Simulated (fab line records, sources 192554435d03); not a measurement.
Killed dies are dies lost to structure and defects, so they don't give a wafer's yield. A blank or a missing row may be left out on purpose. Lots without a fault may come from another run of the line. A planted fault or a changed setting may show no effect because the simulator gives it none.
Which tool did it? | flow n5_finfet | 12 lots, 36 wafers sampled, at 1 step of a route of 1938

WHAT THE GAUGES READ, wafer by wafer
N5_HKMG_FIN_INSPECT_28: inspects for defects (darkfield).
lot  | measured     | on                | raw_defect_count
L075 | day 4 17:28  | defect_inspect-01 | 51 95 78
L077 | day 5 02:22  | defect_inspect-01 | 15 42 29
L079 | day 5 15:33  | defect_inspect-02 | 27 37 20
L081 | day 6 04:30  | defect_inspect-02 | 53 75 21
L083 | day 6 16:46  | defect_inspect-02 | 28 62 34
L085 | day 7 00:25  | defect_inspect-01 | 33 42 48
L087 | day 7 16:12  | defect_inspect-01 | 51 32 35
L089 | day 8 02:10  | defect_inspect-01 | 36 29 13
L091 | day 8 14:56  | defect_inspect-01 | 26 21 18
L093 | day 9 04:15  | defect_inspect-02 | 47 23 25
L095 | day 9 14:56  | defect_inspect-02 | 26 25 19
L097 | day 10 06:04 | defect_inspect-02 | 21 20 17

WHICH TOOL RAN EACH LOT (tool, then ch and the chambers of the sampled wafers, then the start)
The record holds no process step before these readings.

THE ANSWER, worked out from the rows above alone
Rule: what is usual is taken from the lots themselves. Put in order of their means at a reading, lots are off if they are a third of the lots or fewer, leave a main group of 4 or more, and stand apart from it by a gap of 3 or more times the standard deviation of the main group's means; of several such gaps the widest counts. A main group whose means are all the same, to the digits that the tables above print for the reading, isn't used. A lot without any number at a reading at which 4 lots or more have one is off too. The other lots that the step has rows for count as sound.
No lot is off at any reading shown: from this, nothing can be told.

WHAT THE SIMULATOR HAD PUT IN
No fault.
